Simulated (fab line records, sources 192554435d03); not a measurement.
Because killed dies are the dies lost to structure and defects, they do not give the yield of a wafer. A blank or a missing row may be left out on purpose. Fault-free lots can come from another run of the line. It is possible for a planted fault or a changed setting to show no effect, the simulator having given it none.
Matching of chambers / flow n5Finfet / N5_SDB_ETCH_17 on rieDiel-01 has 4 sister chambers
The step etches SiARC in CF4, target depth 23.4 nm, time 39 s. 4 wafers are shown with their chamber, then 7 later ones without.

== EACH WAFER AND ITS CHAMBER ==
wafer=L084.6; chamber=2; drypumpMotorCurrentA (A)=5.6
wafer=L087.5; chamber=3; drypumpMotorCurrentA (A)=6.2
wafer=L089.3; chamber=0; drypumpMotorCurrentA (A)=6.2
wafer=L089.4; chamber=1; drypumpMotorCurrentA (A)=5.0

== WAFERS WITH NO CHAMBER GIVEN ==
wafer=L089.6; drypumpMotorCurrentA (A)=6.2
wafer=L096.1; drypumpMotorCurrentA (A)=6.1
wafer=L096.2; drypumpMotorCurrentA (A)=6.2
wafer=L096.3; drypumpMotorCurrentA (A)=5.0
wafer=L096.4; drypumpMotorCurrentA (A)=5.6
wafer=L096.5; drypumpMotorCurrentA (A)=5.6
wafer=L096.6; drypumpMotorCurrentA (A)=6.2

== WHICH CHAMBER EACH ONE RAN IN ==
wafer=L089.6; from the rows above=can't be placed: 0 or 3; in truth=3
wafer=L096.1; from the rows above=can't be placed: 0 or 3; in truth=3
wafer=L096.2; from the rows above=can't be placed: 0 or 3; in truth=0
wafer=L096.3; from the rows above=1; in truth=1
wafer=L096.4; from the rows above=2; in truth=2
wafer=L096.5; from the rows above=2; in truth=2
wafer=L096.6; from the rows above=can't be placed: 0 or 3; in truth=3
Placed correctly: 3 of 7. Unplaceable from these rows: 4, with the true chamber sitting among the candidates in 4. Placed wrongly: 0.
How it was worked out, from the rows above alone: a wafer's distance from a chamber is the root of the sum, over the readings, of the square of ((its reading less the chamber's mean) divided by the reading's scatter). If the next closest chamber is less than 2 further off than the closest, the wafer can't be placed; otherwise it belongs to the closest. The mean given for a chamber averages the wafers shown for that chamber. The scatter (one wafer shown for each chamber): square how far every hidden wafer sits from the nearest shown wafer, average those squares and take the square root.
